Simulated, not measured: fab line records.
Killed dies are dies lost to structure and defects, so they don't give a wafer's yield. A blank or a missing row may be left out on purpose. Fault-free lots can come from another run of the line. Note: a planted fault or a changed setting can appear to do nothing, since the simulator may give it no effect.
Struck lot and sound lot, side by side	flow n5-finfet	40 steps out of a route of 1938
Sound: the wafers L856.1, L856.2, L856.6. Wafers struck: L863.1, L863.3, L863.4. The cause is named last.
For every step that has rows: the tool of each side, followed by ch and its chambers, followed by its first start. Under that, the readings that differ: sound wafers	struck wafers	difference of the means	sigmas: that difference in standard deviations of wafers without a fault.
alike: a reading whose means differ by less than 2 such deviations, as well as words and numbers matching on both sides. not compared: withheld readings; readings where some wafer has no value; bounds like >300 that might hide an equal value; numbers whose values overlap and for which the record gives no deviation.
Wherever a step has rows on one side only, a row that says differs or no value, or a row with sigmas, the two part there. Numbers that don't overlap but have no deviation are shown without sigmas and don't part them. Lack of a reading on every wafer of one side parts them only where that side has two or more wafers.

first, 3 steps without rows for these wafers: N5_BEOL_M5_CURE_80 (cures SiCOH lowk, time 120 s); N5_BEOL_M5_DEGAS_44 (time 60 s); N5_BEOL_M5_PRE_CLEAN_45 (time 30 s).
N5_BEOL_M5_ALD_86: deposits TaN, pulse time 2 s, purge time 3 s, co reactant purge time 2 s.
  sound on ald-metal-03 ch 2,3, day 9 04:38; struck on ald-metal-04 ch 0,1,3, day 10 07:37
  alike: heater-power-w
then, 7 steps without rows for these wafers: N5_BEOL_M5_SURFACE_TREAT_87; N5_BEOL_M5_CVD_47 (deposits Co from CCTBA/H2, target thk 3 nm, time 216 s); N5_BEOL_M5_SPUTTER_48 (material Cu, target thk 15 nm, time 27.62 s); N5_BEOL_M5_ANNEAL_49 (time 1800 s); N5_BEOL_M5_SPUTTER_81 (material Cu, target thk 15 nm, time 27.62 s); N5_BEOL_M5_ANNEAL_82 (time 1800 s); N5_BEOL_M5_SPUTTER_83 (material Cu, target thk 15 nm, time 27.62 s).
N5_BEOL_M5_ANNEAL_84: time 1800 s.
  struck on pvd-sputter-03, day 10 10:46; sound on pvd-sputter-03, day 9 09:15
  alike: heater-power-w, susceptor_temp_C_max
N5_BEOL_M5_SPUTTER_88: material Cu, target thk 15 nm, time 27.62 s.
  struck on pvd-sputter-03, day 10 11:46; sound on pvd-sputter-03, day 9 10:16
  alike: chuck-sensor-temp-C, substrate-temp-c, throttle-valve-pct
N5_BEOL_M5_ANNEAL_89: time 1800 s.
  struck on pvd-sputter-03, day 10 11:51; sound on pvd-sputter-03, day 9 10:20
  alike: heater-power-w, susceptor_temp_C_max
then, 8 steps without rows for these wafers: N5_BEOL_M5_SPUTTER_90 (material Cu, target thk 4.5 nm, time 8.29 s); N5_BEOL_M5_ECD_50 (material Cu, target thk 300 nm); N5_BEOL_M5_ANNEAL_51 (time 90 s); N5_BEOL_M5_CMP_52 (polishes, stops on SiCOH lowk, t overpolish 6.9 s, target thk 62 nm); N5_BEOL_M5_PRE_CLEAN_77 (time 15 s); N5_BEOL_M5_CO_CAP_78 (material Co, precursor CCTBA/H2, target thk 2 nm, time 102.1 s); N5_BEOL_M5_PRE_CLEAN_55 (time 15 s); N5_BEOL_M5_DEP_56 (deposits SiCN from 3MS/NH3, target thk 8 nm, time 14 s).
N5_BEOL_M5_RS_MEAS_57: the measuring method here is four-point-probe.
  struck on film-metro-02, day 10 13:55; sound on film-metro-01, day 9 14:02
  alike: M5_RS
N5_BEOL_M6_ILD_DEP_00: deposits SiCOH lowk from DEMS/porogen, target thk 179.75 nm, time 33.4 s.
  sound on pecvd-02 ch 0,2, day 9 14:05; struck on pecvd-01 ch 0,1, day 10 13:58
  alike: heater-power-w, rf-fwd-power-W, showerhead-plenum-p-Torr, throttle-valve-pct
then, 1 step without rows for these wafers: N5_BEOL_M6_CURE_74 (cures SiCOH lowk, time 240 s).
N5_BEOL_M6_THK_MEAS_01:
  struck on film-metro-02, day 10 15:03; sound on film-metro-01, day 9 14:40
  alike: M6_ILD_THK
N5_BEOL_M6_PECVD_70: deposits SiO2 from TEOS/O2, target thk 20 nm, time 22.7 s.
  sound on pecvd-01 ch 0,1, day 9 14:43; struck on pecvd-02 ch 1,2, day 10 15:05
  alike: heater-power-w, rf-fwd-power-W, showerhead-plenum-p-Torr, throttle-valve-pct
then, 9 steps without rows for these wafers: N5_BEOL_M6_HM_DEP_02 (deposits TiN, target thk 20 nm); N5_BEOL_M6_COAT_59 (time 60 s, resist thk 100 nm); N5_BEOL_M6_COAT_60 (time 60 s, resist thk 35 nm); N5_BEOL_M6_COAT_05 (resist thk 90 nm); N5_BEOL_M6_EBR_07; N5_BEOL_M6_SOFTBAKE_06 (time 60 s); N5_BEOL_M6_EXPOSE_08 (exposes mask M6); N5_BEOL_M6_PEB_09 (peb time 60 s); N5_BEOL_M6_DEVELOP_10 (develop time 30 s).
N5_BEOL_M6_CD_MEAS_11: target cd 38.5 nm.
  sound on cd-sem-01 ch 0, day 9 15:28; struck on cd-sem-01 ch 0, day 10 16:49
  alike: cd-nm
N5_BEOL_M6_OVL_MEAS_12:
  sound on overlay-02 ch 0, day 9 15:30; struck on overlay-01 ch 0, day 10 16:51
  alike: M6_OVL
then, 1 step without rows for these wafers: N5_BEOL_M6_DESCUM_16 (chemistry O2, time 7.9 s).
-- here the record skips 4 days between the struck wafers' starts before and after, leaving off in module BEOL_M6 and picking up in module PASSIVATION (first step shown: number 1936 of the route) --
N5_PASSIVATION_PROBE_49:
  the record has rows for the struck wafers here (prober-01, day 15 03:25) and none for the sound ones

## WHERE THEY PART
N5_PASSIVATION_PROBE_49 only, going by this record.

WHY: what had been put in by the simulator
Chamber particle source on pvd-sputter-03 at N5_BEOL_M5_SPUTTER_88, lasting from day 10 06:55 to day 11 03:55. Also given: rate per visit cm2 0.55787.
